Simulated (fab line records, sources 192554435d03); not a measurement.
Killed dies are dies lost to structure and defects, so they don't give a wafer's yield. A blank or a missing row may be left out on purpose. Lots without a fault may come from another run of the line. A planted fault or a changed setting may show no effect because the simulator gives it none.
Chamber matching | flow n5_finfet | N5_GATE_CUT_CMP_43 on cmp-03: 4 sister chambers
The step polishes SiO2. 4 wafers are shown with their chamber, then 7 later ones without.

WAFERS WITH THEIR CHAMBER
wafer  | chamber | motor_current_A (A)
L083.5 | 1       | 13.3
L083.6 | 0       | 12.9
L084.2 | 2       | 11.0
L084.3 | 3       | 11.4

WAFERS WITHOUT THEIR CHAMBER
wafer  | motor_current_A (A)
L084.6 | 11.4
L089.2 | 12.4
L089.5 | 11.8
L089.6 | 10.8
L092.2 | 14.3
L092.3 | 10.9
L092.5 | 11.8

WHICH CHAMBER EACH WENT THROUGH
wafer  | from the rows above               | in truth
L084.6 | can't be placed: 3 or 2           | 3
L089.2 | can't be placed: 0 or 1 or 3 or 2 | 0
L089.5 | can't be placed: 3 or 2 or 0      | 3
L089.6 | can't be placed: 2 or 3           | 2
L092.2 | can't be placed: 1 or 0           | 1
L092.3 | can't be placed: 2 or 3           | 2
L092.5 | can't be placed: 3 or 2 or 0      | 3
Placed correctly: 0 of 7. Can't be placed from these rows: 7 (the true chamber is among the candidates in 7). Placed wrongly: 0.
How it was worked out, from the rows above alone: a wafer's distance from a chamber is the root of the sum, over the readings, of the square of ((its reading less the chamber's mean) divided by the reading's scatter). The wafer belongs to the nearest chamber; if the next one is less than 2 further off, it can't be placed. A chamber's mean is the mean of its shown wafers. The scatter: with one shown wafer a chamber, the root of the mean of the squares of how far each hidden wafer lies from its nearest shown one.
